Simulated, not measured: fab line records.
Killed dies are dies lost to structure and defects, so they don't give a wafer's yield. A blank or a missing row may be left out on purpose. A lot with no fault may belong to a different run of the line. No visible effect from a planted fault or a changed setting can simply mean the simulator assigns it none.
fab line records | flow n5-finfet
record lots=8 wafers=22 last-day=17
route steps=1938 shown BEOL_M4@1111 BEOL_M11@1571 PASSIVATION@1936
lots with no fault: from the same line, run without faults
start-h: hours from the record's first day to the start of the lot's first wafer shown | wait-h: hours since the lot's step before | " the same as in the row above | L1.1+2: a row that stands for several wafers | - no value, or no start given | * or withheld: withheld | < > ~ a bound
route shown NAME@n: NAME is a module with steps in the file, n the number in the route of the first one | usual: the fault-free wafers' mean and standard deviation | same: alike in all rows | chamber/n: place in a boat | sites: each site's reading | _std_site: the values' standard deviation | _edge_site: outer sites' mean less inner sites' | radius-mm: for every site, how far away it sits from the centre of the wafer | mask NAME#n: copy n | behind: the tool/chamber that last shaped the wafer | hold: the reason the lot was held/the length of the hold in hours/how it ended | device: names the non-switching transistor (n, p or np) | end of line: tests of these same wafers at the route's end | step lacking rows: just its recipe | killed: dies lost to structure and defects at the first sort, not the wafer's yield | map: the dies of a wafer, with x for killed, . for not killed, _ for no die there
set.NAME: the setting that was run; set.NAME@STEP: the one run at that earlier step | model.NAME: the simulator's own value behind a step, which no gauge read
steps of the route over a sample of lots; a table a step, a row a wafer
services: a tool's chamber out of use, with start hour (start-h, from the record's first day; less than 0 if before it), hours out, and reason
## steps
# step N5_BEOL_M4_RC_MEAS_101
# usual DIBL_N=35.8/1.5 DIBL_P=35.8/1.7 IOFF_N=0.151/0.022 IOFF_P=0.204/0.027 ION_N=673/8.6 ION_P=462/5.4 SS_N=71.4/0.54 SS_P=73.3/0.56 VT_N=250.5/2.6 VT_P=-251/3.1
# columns lot.wafer tool chamber start-h wait-h DIBL_N[mV/V] DIBL_P[mV/V] IOFF_N[nA/um] IOFF_P[nA/um] ION_N[uA/um] ION_P[uA/um] SS_N[mV/dec] SS_P[mV/dec] VT_N[mV] VT_P[mV]
L814.3 prober-01 0 174.78 0.6 38.2 37.5 0.189 0.202 675 452 71.7 74.4 250.0 -250
L814.4 " 0 " " 35.8 35.9 0.159 0.170 684 457 71.4 73.3 247.6 -254
L814.6 " 0 " " 35.6 35.2 0.153 0.171 670 454 71.3 73.4 249.0 -253
L817.1 prober-02 0 196.97 0.0 35.3 37.1 0.145 0.209 673 460 72.4 73.7 251.0 -248
L817.3 " 0 " " 35.8 37.9 0.164 0.219 684 470 71.9 73.7 247.8 -249
L817.5 " 0 " " 37.2 39.1 0.180 0.228 675 462 71.2 74.0 246.9 -250
L819.3 prober-02 0 205.36 0.3 35.3 34.4 0.133 0.209 668 463 71.6 73.5 251.0 -248
L819.4 " 0 " " 35.6 34.9 0.142 0.221 658 460 71.7 73.2 251.5 -250
L819.5 " 0 " " 35.8 35.2 0.139 0.221 658 464 71.1 72.9 251.9 -248
L828.1 prober-02 0 261.96 0.0 38.2 39.0 0.188 0.273 693 474 72.0 73.8 247.0 -245
L828.5 " 0 " " 38.3 38.2 0.175 0.267 670 467 72.2 74.2 247.9 -244
L830.2 prober-02 0 268.90 0.2 35.3 35.3 0.163 0.191 676 464 70.1 73.3 248.6 -249
L830.3 " 0 " " 35.0 34.6 0.152 0.175 676 460 71.7 72.3 249.7 -254
L830.4 " 0 " " 35.6 35.6 0.161 0.190 665 454 72.0 72.9 249.3 -252
L829.3 prober-01 0 274.11 0.3 34.4 33.8 0.133 0.180 673 461 71.4 72.3 251.9 -251
L829.5 " 0 " " 33.6 32.9 0.116 0.162 671 467 70.4 72.2 251.5 -252
L834.1 prober-02 0 296.62 0.0 37.3 36.4 0.142 0.227 665 462 72.2 74.1 252.5 -248
L834.3 " 0 " " 37.9 36.9 0.149 0.240 675 470 71.3 73.2 251.5 -247
L834.4 " 0 " " 36.8 36.5 0.144 0.223 667 467 71.2 73.3 251.5 -249
L835.2 prober-01 0 297.00 0.2 35.9 36.2 0.163 0.224 680 471 71.2 73.9 248.4 -248
L835.3 " 0 " " 35.7 37.0 0.162 0.232 677 472 71.3 74.4 247.8 -249
L835.4 " 0 " " 35.5 36.0 0.160 0.228 685 468 70.9 73.7 250.4 -251
# step N5_BEOL_M11_DESCUM_33
# recipe chemistry=O2 time-s=7.9 source-power-w=50 bias-power-w=20 pressure-mtorr=20 rf-frequency-hz=2.712e+07 temp-c=40 resist=CAR-ArF o2-flow-sccm=225
# usual bias-power-w=20.01/0.064 chamber-pressure-mTorr=19.999/0.021 drypump-motor-current-A=5.9/0.35 oes-product-au=0.80/0.078 rf-vpp-V=242.9/1.5 showerhead-plenum-p-Torr=2.08/0.082 throttle-valve-pct=20.50/0.22
# same time-s=7.9
# columns lot.wafer tool chamber start-h wait-h bias-power-w chamber-pressure-mTorr drypump-motor-current-A oes-product-au rf-hours-counter-h rf-vpp-V showerhead-plenum-p-Torr throttle-valve-pct
L814.3 rie-diel-03 2 237.09 0.5 20.00 20.016 5.9 0.69 234 242.3 2.07 20.82
L814.4 " 3 " " 20.04 20.012 5.6 0.82 66 245.3 2.21 19.96
L814.6 " 1 " " 20.10 19.999 6.2 0.75 - 240.1 1.92 20.41
L817.1 rie-diel-03 0 261.34 0.4 20.04 20.006 5.9 0.80 91 242.7 2.12 20.69
L817.3 " 1 " " 19.93 20.005 6.2 0.75 153 240.6 1.92 20.39
L817.5 " 3 " " 20.09 20.016 5.6 0.82 - 245.9 2.21 19.97
L819.3 rie-diel-01 2 267.61 0.3 20.13 19.990 5.5 0.91 15 245.0 2.14 20.62
L819.4 " 2 " " 20.04 19.991 5.5 0.92 - 243.4 2.14 20.63
L819.5 " 1 " " 19.94 20.008 6.3 0.85 - 241.0 2.04 20.63
L828.1 rie-diel-03 3 322.18 0.0 19.85 19.997 5.6 0.80 91 244.7 2.20 19.97
L828.5 " 0 " " 20.07 20.009 5.8 0.79 - 244.3 2.11 20.70
L830.2 rie-diel-03 3 329.18 0.0 19.94 19.991 5.6 0.79 94 244.1 2.20 20.01
L830.3 " 2 " " 20.03 19.976 5.9 0.95 5 242.9 2.06 20.48
L830.4 " 1 " " 20.00 20.000 6.2 0.73 175 239.9 1.91 20.43
L829.3 rie-diel-03 0 334.97 0.0 20.08 20.008 5.8 0.78 115 243.5 2.11 20.71
L829.5 " 0 " " 19.99 19.982 5.8 0.78 - 243.8 2.11 20.71
L834.1 rie-diel-01 0 355.94 0.0 19.86 20.001 5.9 0.72 190 243.5 2.09 20.62
L834.3 " 1 " " 20.05 19.953 6.3 0.81 92 242.8 2.03 20.67
L834.4 " 3 " " 19.99 19.994 6.0 0.70 231 242.3 2.06 20.53
L835.2 rie-diel-03 3 356.24 0.0 19.97 19.961 5.6 0.78 101 245.0 2.20 20.01
L835.3 " 2 " " 20.05 19.998 5.9 0.94 12 243.0 2.06 20.48
L835.4 " 1 " " 20.04 19.997 6.2 0.73 182 239.8 1.91 20.45
# step N5_BEOL_M11_VIA_ETCH_34
# recipe chemistry=C4F6/O2 target=SiCOH_lowk target-depth-a=1845 mask-material=SOC taper-deg=4 time-s=69.2 ion-energy-ev=250 pressure-mtorr=30 source-w=345 bias-w=185 Ar_flow_sccm=300 C4F6_flow_sccm=10 O2_flow_sccm=10
# usual chamber-pressure-mTorr=29.998/0.025 drypump-motor-current-A=5.9/0.35 oes-product-au=0.79/0.079 rf-vpp-V=666/8.2 showerhead-plenum-p-Torr=2.82/0.11 throttle-valve-pct=20.95/0.21
# same time-s=69.2
# columns lot.wafer tool chamber start-h wait-h chamber-pressure-mTorr drypump-motor-current-A oes-product-au rf-hours-counter-h rf-vpp-V showerhead-plenum-p-Torr throttle-valve-pct
L814.3 rie-diel-03 2 237.30 0.0 29.979 5.9 0.69 234 672 2.82 21.30
L814.4 " 3 " " 29.968 5.6 0.81 66 677 3.00 20.44
L814.6 " 1 " " 29.974 6.2 0.75 - 661 2.62 20.83
L817.1 rie-diel-03 0 261.55 0.0 29.985 5.8 0.79 91 673 2.86 21.08
L817.3 " 1 " " 29.984 6.2 0.76 153 661 2.62 20.82
L817.5 " 3 " " 30.047 5.6 0.81 - 678 3.00 20.44
L819.3 rie-diel-01 2 267.82 0.0 30.029 5.5 0.92 15 675 2.89 20.99
L819.4 " 2 " " 30.010 5.5 0.91 - 676 2.89 21.00
L819.5 " 1 " " 29.983 6.3 0.85 - 661 2.77 21.06
L828.1 rie-diel-03 3 322.39 0.0 29.946 5.6 0.79 91 677 2.99 20.46
L828.5 " 0 " " 30.010 5.9 0.78 - 670 2.85 21.10
L830.2 rie-diel-03 3 329.39 0.0 30.022 5.6 0.79 94 678 2.99 20.47
L830.3 " 2 " " 29.962 6.0 0.97 5 673 2.81 20.98
L830.4 " 1 " " 29.967 6.2 0.73 175 662 2.61 20.86
L829.3 rie-diel-03 0 335.18 0.0 30.023 5.9 0.77 115 669 2.85 21.11
L829.5 " 0 " " 29.980 5.9 0.77 - 671 2.85 21.11
L834.1 rie-diel-01 0 356.15 0.0 29.970 5.9 0.72 190 656 2.83 21.03
L834.3 " 1 " " 30.005 6.3 0.81 92 659 2.75 21.09
L834.4 " 3 " " 30.093 6.0 0.68 231 656 2.81 21.05
L835.2 rie-diel-03 3 356.45 0.0 30.015 5.6 0.77 101 678 2.98 20.49
L835.3 " 2 " " 29.959 5.9 0.94 12 673 2.81 20.99
L835.4 " 1 " " 30.034 6.2 0.73 182 661 2.61 20.88
# step N5_BEOL_M11_TRENCH_ETCH_37
# recipe chemistry=C4F6/O2 target-depth-a=1488.3 target=SiCOH_lowk time-s=48 ion-energy-ev=250 pressure-mtorr=30 source-w=345 bias-w=185 Ar_flow_sccm=300 C4F6_flow_sccm=10 O2_flow_sccm=10
# usual chamber-pressure-mTorr=29.998/0.026 drypump-motor-current-A=5.9/0.36 oes-product-au=0.79/0.079 rf-vpp-V=666/8.1 showerhead-plenum-p-Torr=2.82/0.11 throttle-valve-pct=20.98/0.21
# same time-s=48
# columns lot.wafer tool chamber start-h wait-h chamber-pressure-mTorr drypump-motor-current-A oes-product-au rf-hours-counter-h rf-vpp-V showerhead-plenum-p-Torr throttle-valve-pct
L814.3 rie-diel-03 2 - - 30.014 6.0 0.69 234 671 2.82 21.34
L814.4 " 3 " " 30.004 5.6 0.82 66 677 3.00 20.45
L814.6 " 1 " " 30.026 6.2 0.76 - 661 2.62 20.86
L817.1 rie-diel-03 0 - - 30.036 5.8 0.79 91 672 2.86 21.09
L817.3 " 1 " " 30.006 6.2 0.75 153 659 2.62 20.85
L817.5 " 3 " " 29.979 5.6 0.82 - 678 3.00 20.48
L819.3 rie-diel-01 2 - - 29.968 5.5 0.92 15 675 2.89 21.03
L819.4 " 2 " " 29.981 5.5 0.92 - 676 2.89 21.05
L819.5 " 1 " " 30.022 6.3 0.85 - 661 2.77 21.09
L828.1 rie-diel-03 3 - - 30.026 5.6 0.79 91 677 2.99 20.51
L828.5 " 0 " " 30.062 5.9 0.78 - 671 2.85 21.12
L830.2 rie-diel-03 3 - - 30.029 5.6 0.79 94 677 2.99 20.51
L830.3 " 2 " " 30.000 5.9 0.98 5 672 2.81 21.02
L830.4 " 1 " " 30.025 6.2 0.74 175 660 2.61 20.90
L829.3 rie-diel-03 0 - - 29.943 5.8 0.78 115 672 2.85 21.13
L829.5 " 0 " " 29.984 5.8 0.77 - 670 2.85 21.15
L834.1 rie-diel-01 0 - - 29.952 5.9 0.72 191 653 2.83 21.06
L834.3 " 1 " " 29.954 6.3 0.81 92 661 2.75 21.12
L834.4 " 3 " " 30.026 6.0 0.69 231 655 2.81 21.06
L835.2 rie-diel-03 3 - - 29.979 5.6 0.77 101 678 2.98 20.49
L835.3 " 2 " " 29.999 5.9 0.95 12 672 2.81 21.02
L835.4 " 1 " " 29.985 6.2 0.73 182 660 2.61 20.90
# step N5_BEOL_M11_CMP_52
# recipe stop-on=SiCOH_lowk t-overpolish-s=7 down-force-psi=1 platen-rpm=50 clearing-platen-down-force-psi=1.5 clearing-platen-rpm=50 post-cmp-clean=cu-alkaline target-thk-nm=140 clearing-platen-pad-velocity-m-s=0.99484 pad-velocity-m-s=0.99484
# usual barrier-field-endpoint-s=29.0/0.75 motor-current-A=6.2/0.53 overpolish-run-s=7.000/0.01 time-to-endpoint-s=66.6/2.8
# columns lot.wafer tool chamber start-h wait-h barrier-field-endpoint-s motor-current-A overpolish-run-s time-to-endpoint-s
L814.4 cmp-02 2 239.94 0.2 29.1 6.6 7.008 69.4
L814.3 " 3 " " 28.5 6.1 7.001 68.4
L814.6 " 0 " " 29.2 5.8 7.000 67.3
L817.3 cmp-03 3 264.70 0.2 28.7 6.1 6.999 65.0
L817.1 " 0 " " 28.4 6.7 7.010 65.1
L817.5 " 3 " " 28.5 5.7 7.002 63.8
L819.4 cmp-03 2 270.64 0.2 28.5 5.6 6.999 66.7
L819.3 " 3 " " 27.6 6.1 6.997 65.1
L819.5 " 1 " " 28.6 7.0 7.003 64.7
L828.1 cmp-03 3 324.56 0.3 46.9 6.4 0.043 86.4
L828.5 " 0 " " 28.7 6.7 6.999 64.9
L830.4 cmp-03 3 331.62 0.1 28.8 6.0 6.985 65.1
L830.3 " 0 " " 46.9 6.3 0.045 86.3
L830.2 " 1 " " 29.2 7.5 7.007 66.9
L829.3 cmp-03 3 337.51 0.3 46.9 6.1 0.045 85.4
L829.5 " 2 " " 28.3 5.7 6.993 63.4
L834.3 cmp-04 2 358.75 0.2 29.9 5.9 6.998 69.0
L834.1 " 3 " " 29.5 5.7 7.011 67.0
L834.4 " 0 " " 29.9 5.2 7.005 66.1
L835.3 cmp-04 1 358.98 0.3 29.1 5.9 6.979 66.0
L835.2 " 2 " " 29.4 5.8 7.004 70.4
L835.4 " 3 " " 30.5 6.1 6.988 70.6
# step N5_BEOL_M11_THK_MEAS_53
# recipe thk-meas-gauge=xrf reads=Cu_of_BEOL_M11_ECD_50
# usual M11_THK=138.1/2.1
# columns lot.wafer tool chamber start-h wait-h M11_THK[nm]
L814.3 film-metro-01 - 240.16 - 138.1
L814.4 " - " " 142.5
L814.6 " - " " 137.7
L817.1 film-metro-02 - 265.00 - 136.2
L817.3 " - " " 137.4
L817.5 " - " " 139.7
L819.3 film-metro-01 - 270.86 - 138.0
L819.4 " - " " 139.5
L819.5 " - " " 140.3
L828.1 film-metro-02 - 324.85 - 254.6
L828.5 " - " " 137.8
L830.2 film-metro-02 - 331.91 - 139.6
L830.3 " - " " 264.9
L830.4 " - " " 137.2
L829.3 film-metro-01 - 337.73 - 247.6
L829.5 " - " " 139.1
L834.1 film-metro-01 - 359.01 - 135.2
L834.3 " - " " 138.7
L834.4 " - " " 134.1
L835.2 film-metro-01 - 359.24 - 140.0
L835.3 " - " " 141.7
L835.4 " - " " 136.6
# step N5_BEOL_M11_INSPECT_58
# recipe inspect-instrument=darkfield mode=post-dep
# usual raw-defect-count=69/20
# columns lot.wafer tool chamber start-h wait-h raw-defect-count
L814.3 defect-inspect-02 - 240.32 0.0 102
L814.4 " - " " 114
L814.6 " - " " 61
L817.1 defect-inspect-01 - 265.15 0.0 41
L817.3 " - " " 49
L817.5 " - " " 60
L819.3 defect-inspect-02 - 271.01 0.0 51
L819.4 " - " " 65
L819.5 " - " " 60
L828.1 defect-inspect-02 - 325.00 0.0 1093
L828.5 " - " " 41
L830.2 defect-inspect-02 - 332.09 0.0 94
L830.3 " - " " 1098
L830.4 " - " " 66
L829.3 defect-inspect-02 - 337.88 0.0 1073
L829.5 " - " " 107
L834.1 defect-inspect-02 - 359.20 0.0 101
L834.3 " - " " 93
L834.4 " - " " 127
L835.2 defect-inspect-01 - 359.39 0.0 87
L835.3 " - " " 84
L835.4 " - " " 74
# step N5_PASSIVATION_PROBE_49
# usual defect-limited-yield=91.3/1.4 killed_at_M0_to_M3=33/10 killed_at_M4_up=15/6.1 killed-at-contacts=12/6.7 killed-at-front-end=39/11 killed-at-other=4/3.3 killed-dies=103/16 killed-on-rim=14/4 killed-open=68/12 killed-short=34/7.2 sort_bin_5_function=5.1/0.88 sort_bin_6_memory=3.3/0.67 sort-n-pass=1077/16 sort-yield-pct=91.3/1.4
# same gross-dies=1180 killed-at-back-side=0 sort_bin_4_leakage[%]=0 sort_bin_8_speed[%]=0
# columns lot.wafer tool chamber start-h wait-h defect-limited-yield[%] killed_at_M0_to_M3 killed_at_M4_up killed-at-contacts killed-at-front-end killed-at-other killed-dies killed-on-rim killed-open killed-short sort_bin_5_function[%] sort_bin_6_memory[%] sort-n-pass sort-yield-pct[%]
L814.3 prober-01 - 281.82 0.1 91.8 24 7 9 53 4 97 11 63 33 4.8 3.0 1083 91.8
L814.4 prober-01 - 281.87 0.2 92.3 27 17 16 30 1 91 7 59 31 4.3 2.8 1089 92.3
L814.6 prober-01 - 281.97 0.3 94.1 9 6 11 40 4 70 8 44 25 3.1 2.6 1110 94.1
L817.1 prober-02 - 316.95 0.0 93.2 24 6 13 30 7 80 12 52 28 3.4 3.2 1100 93.2
L817.3 prober-02 - 317.05 0.1 91.3 31 10 10 50 2 103 14 70 32 5.3 3.4 1077 91.3
L817.5 prober-02 - 317.15 0.2 92.1 33 12 7 39 2 93 15 71 22 4.2 3.4 1087 92.1
L819.3 prober-02 - 317.58 0.1 92.4 30 17 11 28 4 90 9 67 21 4.7 2.8 1090 92.4
L819.4 prober-02 - 317.63 0.2 88.7 46 12 19 48 8 133 20 85 45 6.4 4.5 1047 88.7
L819.5 prober-02 - 317.68 0.2 91.1 20 14 25 45 1 105 10 69 36 5.4 3.3 1075 91.1
L828.1 prober-02 - 362.78 0.0 0 36 1085 8 50 1 1180 152 84 36 6.0 4.1 0 0
L828.5 prober-02 - 362.98 0.2 90.8 25 25 14 43 1 108 17 73 35 5.6 3.1 1072 90.8
L830.2 prober-02 - 380.50 0.1 92.1 33 9 6 43 2 93 10 61 32 4.0 3.4 1087 92.1
L830.3 prober-02 - 380.55 0.1 0 37 1097 9 37 0 1180 152 64 31 4.7 3.1 0 0
L830.4 prober-02 - 380.60 0.2 92.3 44 7 4 35 1 91 15 66 25 4.2 3.1 1089 92.3
L829.3 prober-01 - 389.19 0.1 0 47 1089 4 38 2 1180 152 74 38 5.3 4.0 0 0
L829.5 prober-01 - 389.29 0.2 91.2 38 26 6 28 6 104 12 67 37 4.9 3.5 1076 91.2
L834.1 prober-01 - 396.77 0.0 89.6 42 14 17 49 1 123 16 75 47 5.9 4.2 1057 89.6
L834.3 prober-01 - 396.87 0.1 91.0 49 11 12 30 4 106 12 72 33 5.8 3.0 1074 91.0
L834.4 prober-01 - 396.92 0.2 89.2 34 21 11 58 4 128 15 80 44 7.0 3.5 1052 89.2
L835.2 prober-01 - 401.23 0.1 92.5 11 19 11 44 3 88 16 55 29 5.2 2.0 1092 92.5
L835.3 prober-01 - 401.28 0.1 88.3 38 23 16 53 8 138 24 96 41 6.1 5.1 1042 88.3
L835.4 prober-01 - 401.33 0.2 89.6 33 18 14 56 2 123 15 76 38 4.9 4.6 1057 89.6
# killed by level:class
L814.3 FIN_SAQP:geometric-particle:open=20 FIN_SAQP:geometric-particle:short=14 MOL_CONTACT_COAG:geometric-particle:open=6 BEOL_M3:geometric-particle:open=6 DUMMY_GATE:geometric-particle:open=5 BEOL_M0_SAQP:geometric-particle:open=4 BEOL_M1:geometric-particle:open=4 BEOL_M2:geometric-particle:open=4
L814.4 MOL_CONTACT_COAG:geometric-particle:open=16 FIN_SAQP:geometric-particle:short=7 BEOL_M3:geometric-particle:open=6 DUMMY_GATE:geometric-particle:open=5 BEOL_M1:geometric-particle:open=5 FIN_SAQP:geometric-particle:open=4 BEOL_M3:geometric-particle:short=4 STI_FIN_REVEAL:geometric-particle:open=3
L814.6 FIN_SAQP:geometric-particle:open=9 ILD0:geometric-particle:short=8 MOL_CONTACT_COAG:geometric-particle:open=8 FIN_SAQP:geometric-particle:short=7 STI_FIN_REVEAL:geometric-particle:open=4 DUMMY_GATE:geometric-particle:open=3 MOL_CONTACT_COAG:geometric-particle:short=3 BEOL_M0_SAQP:geometric-particle:open=3
L817.1 MOL_CONTACT_COAG:geometric-particle:open=11 FIN_SAQP:geometric-particle:open=7 FIN_SAQP:geometric-particle:short=7 BEOL_M1:geometric-particle:open=6 BEOL_M2:geometric-particle:open=5 STI_FIN_REVEAL:geometric-particle:open=4 ILD0:geometric-particle:short=4 BEOL_M3:geometric-particle:open=4
L817.3 FIN_SAQP:geometric-particle:open=14 FIN_SAQP:geometric-particle:short=8 MOL_CONTACT_COAG:geometric-particle:open=7 BEOL_M2:geometric-particle:open=7 BEOL_M0:geometric-particle:open=6 ILD0:geometric-particle:open=5 BEOL_M1:geometric-particle:open=5 STARTING-WAFER:geometric-particle:open=5
L817.5 FIN_SAQP:geometric-particle:open=17 DUMMY_GATE:geometric-particle:open=10 BEOL_M2:geometric-particle:open=8 BEOL_M4:geometric-particle:open=6 MOL_CONTACT_COAG:geometric-particle:open=5 BEOL_M0:geometric-particle:open=5 BEOL_M1:geometric-particle:open=5 STI_FIN_REVEAL:geometric-particle:open=4
L819.3 BEOL_M0_SAQP:geometric-particle:open=13 STI_FIN_REVEAL:geometric-particle:open=11 MOL_CONTACT_COAG:geometric-particle:open=9 BEOL_M0_SAQP:geometric-particle:short=9 FIN_SAQP:geometric-particle:open=8 BEOL_M4:geometric-particle:open=5 MIM_TOP:geometric-particle:open=4 FIN_SAQP:geometric-particle:short=3
L819.4 MOL_CONTACT_COAG:geometric-particle:open=17 STI_FIN_REVEAL:geometric-particle:open=16 BEOL_M0_SAQP:geometric-particle:open=16 BEOL_M0_SAQP:geometric-particle:short=15 FIN_SAQP:geometric-particle:open=9 GATE_CUT:geometric-particle:short=6 BEOL_M3:geometric-particle:open=6 STI_FIN_REVEAL:geometric-particle:short=5
L819.5 MOL_CONTACT_COAG:geometric-particle:open=21 STI_FIN_REVEAL:geometric-particle:open=13 FIN_SAQP:geometric-particle:open=5 FIN_SAQP:geometric-particle:short=5 DUMMY_GATE:geometric-particle:open=5 BEOL_M0_SAQP:geometric-particle:short=5 BEOL_M3:geometric-particle:open=4 STI_FIN_REVEAL:geometric-particle:short=4
L828.1 BEOL_M11:area-cmp=1060 BEOL_M4:geometric-particle:open=15 FIN_SAQP:geometric-particle:short=14 BEOL_M2:geometric-particle:open=10 BEOL_M1:geometric-particle:open=9 FIN_SAQP:geometric-particle:open=8 DUMMY_GATE:geometric-particle:open=8 MOL_CONTACT_COAG:geometric-particle:open=8
L828.5 MOL_CONTACT_COAG:geometric-particle:open=13 BEOL_M4:geometric-particle:open=13 BEOL_M2:geometric-particle:open=11 FIN_SAQP:geometric-particle:short=8 DUMMY_GATE:geometric-particle:open=8 STI_FIN_REVEAL:geometric-particle:open=5 BEOL_M0_SAQP:geometric-particle:short=5 BEOL_M4:geometric-particle:short=5
L830.2 BEOL_M0_SAQP:geometric-particle:open=12 STI_FIN_REVEAL:geometric-particle:open=10 BEOL_M2:geometric-particle:open=9 BEOL_M0_SAQP:geometric-particle:short=7 FIN_SAQP:geometric-particle:short=6 STI_FIN_REVEAL:geometric-particle:short=6 MOL_CONTACT_COAG:geometric-particle:open=6 GATE_CUT:geometric-particle:short=5
L830.3 BEOL_M11:area-cmp=1085 BEOL_M0_SAQP:geometric-particle:short=11 BEOL_M0_SAQP:geometric-particle:open=10 STI_FIN_REVEAL:geometric-particle:open=8 MOL_CONTACT_COAG:geometric-particle:open=8 BEOL_M2:geometric-particle:open=8 FIN_SAQP:geometric-particle:short=7 BEOL_M8:geometric-particle:open=5
L830.4 STI_FIN_REVEAL:geometric-particle:open=16 BEOL_M0_SAQP:geometric-particle:open=15 BEOL_M0_SAQP:geometric-particle:short=12 BEOL_M2:geometric-particle:open=7 FIN_SAQP:geometric-particle:open=6 BEOL_M4:geometric-particle:open=4 DUMMY_GATE:geometric-particle:open=3 BEOL_M3:geometric-particle:open=3
L829.3 BEOL_M11:area-cmp=1064 BEOL_M0_SAQP:geometric-particle:short=13 STI_FIN_REVEAL:geometric-particle:open=11 BEOL_M4:geometric-particle:open=11 BEOL_M0_SAQP:geometric-particle:open=7 BEOL_M3:geometric-particle:open=7 FIN_SAQP:geometric-particle:open=6 FIN_SAQP:geometric-particle:short=5
L829.5 BEOL_M4:geometric-particle:open=15 BEOL_M0_SAQP:geometric-particle:short=8 FIN_SAQP:geometric-particle:open=7 BEOL_M0_SAQP:geometric-particle:open=6 BEOL_M4:geometric-particle:short=6 MOL_CONTACT_COAG:geometric-particle:open=5 BEOL_M2:geometric-particle:open=5 BEOL_M3:geometric-particle:open=5
L834.1 FIN_SAQP:geometric-particle:short=18 MOL_CONTACT_COAG:geometric-particle:open=14 FIN_SAQP:geometric-particle:open=13 BEOL_M3:geometric-particle:open=10 BEOL_M0_SAQP:geometric-particle:short=9 BEOL_M0_SAQP:geometric-particle:open=8 STI_FIN_REVEAL:geometric-particle:open=7 BEOL_M4:geometric-particle:open=6
L834.3 BEOL_M3:geometric-particle:open=15 MOL_CONTACT_COAG:geometric-particle:open=10 BEOL_M1:geometric-particle:open=8 BEOL_M0_SAQP:geometric-particle:open=7 FIN_SAQP:geometric-particle:open=6 STI_FIN_REVEAL:geometric-particle:open=6 FIN_SAQP:geometric-particle:short=5 BEOL_M0_SAQP:geometric-particle:short=5
L834.4 STI_FIN_REVEAL:geometric-particle:open=16 FIN_SAQP:geometric-particle:short=14 FIN_SAQP:geometric-particle:open=11 BEOL_M4:geometric-particle:open=11 BEOL_M3:geometric-particle:open=10 MOL_CONTACT_COAG:geometric-particle:open=8 BEOL_M0_SAQP:geometric-particle:short=7 BEOL_M1:geometric-particle:open=5
L835.2 FIN_SAQP:geometric-particle:open=14 BEOL_M4:geometric-particle:open=13 FIN_SAQP:geometric-particle:short=8 MOL_CONTACT_COAG:geometric-particle:open=7 STARTING-WAFER:geometric-particle:open=5 STI_FIN_REVEAL:geometric-particle:open=4 MOL_CONTACT_COAG:geometric-particle:short=4 STARTING-WAFER:geometric-particle:short=4
L835.3 FIN_SAQP:geometric-particle:open=13 MOL_CONTACT_COAG:geometric-particle:open=9 FIN_SAQP:geometric-particle:short=8 BEOL_M2:geometric-particle:open=8 BEOL_M1:geometric-particle:open=8 STI_FIN_REVEAL:geometric-particle:open=7 MOL_CONTACT_COAG:geometric-particle:short=7 BEOL_M0_SAQP:geometric-particle:open=7
L835.4 FIN_SAQP:geometric-particle:open=19 BEOL_M0_SAQP:geometric-particle:short=11 FIN_SAQP:geometric-particle:short=10 MOL_CONTACT_COAG:geometric-particle:open=10 BEOL_M0_SAQP:geometric-particle:open=10 BEOL_M4:geometric-particle:open=10 HKMG_FIN:area-etch=8 BEOL_M3:geometric-particle:open=6
## services
# columns tool chamber start-h hours kind
cmp-03 - 229.51 4.0 pm
rie-diel-01 3 229.61 8.4 repair
cmp-03 - 233.51 - consumable-replace:conditioner
cmp-03 - 233.51 - consumable-replace:pad
rie-diel-03 2 257.83 5.3 repair
cmp-02 - 272.53 9.4 pm
cmp-04 - 275.63 4.0 pm
cmp-03 - 279.06 0.5 repair
cmp-04 - 279.63 - consumable-replace:conditioner
cmp-04 - 279.63 - consumable-replace:pad
cmp-04 - 286.66 4.5 repair
cmp-02 - 293.32 24.6 pm
rie-diel-03 2 297.32 - clean
rie-diel-03 2 297.32 - consumable-replace:focus-ring
rie-diel-03 2 297.32 15.2 scheduled-down
rie-diel-03 2 297.32 15.2 vent-cycle
rie-diel-03 3 305.87 4.8 repair
cmp-02 - 324.02 1.0 repair
cmp-02 - 329.46 0.5 repair
cmp-04 - 335.96 8.2 pm
cmp-03 - 344.57 0.5 repair
cmp-02 - 356.87 7.2 pm
rie-diel-03 2 357.57 5.0 repair
## key
first-sign step=N5_BEOL_M11_CMP_52 reading=overpolish-run-s direction=down sigmas=99+ usual=7.000 struck=0.044
effect step=N5_BEOL_M11_CMP_52 reading=barrier-field-endpoint-s direction=up sigmas=24 usual=29.0 struck=46.9
effect step=N5_BEOL_M11_THK_MEAS_53 reading=M11_THK direction=up sigmas=55 usual=138.1 struck=255.7
effect step=N5_BEOL_M11_INSPECT_58 reading=raw-defect-count direction=up sigmas=50 usual=69 struck=1088
effect step=N5_PASSIVATION_PROBE_49 reading=killed_at_M4_up direction=up sigmas=99+ usual=15 struck=1090
more-kills-born-at N5_BEOL_M11_CMP_52@cmp-03=3209
met-at N5_BEOL_M11_CMP_52
struck-lots L828,L829,L830
struck-wafers L828.1,L829.3,L830.3
later-rows-left-out L828.1,L829.3,L830.3
not-acting-at N5_BEOL_M11_DESCUM_33,N5_BEOL_M11_VIA_ETCH_34,N5_BEOL_M11_TRENCH_ETCH_37
onset-between 270.64 324.56
fault kind=process-parameter-drift tool=cmp-03 chamber=- onset-h=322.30 steps=N5_BEOL_M11_CMP_52 channel=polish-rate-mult offset=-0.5 shape=step end-h=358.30 scope=struck-wafers-only
# later-rows-left-out: the simulator's readings of these wafers behind a module that went badly wrong aren't trusted and aren't shown, but for the sort
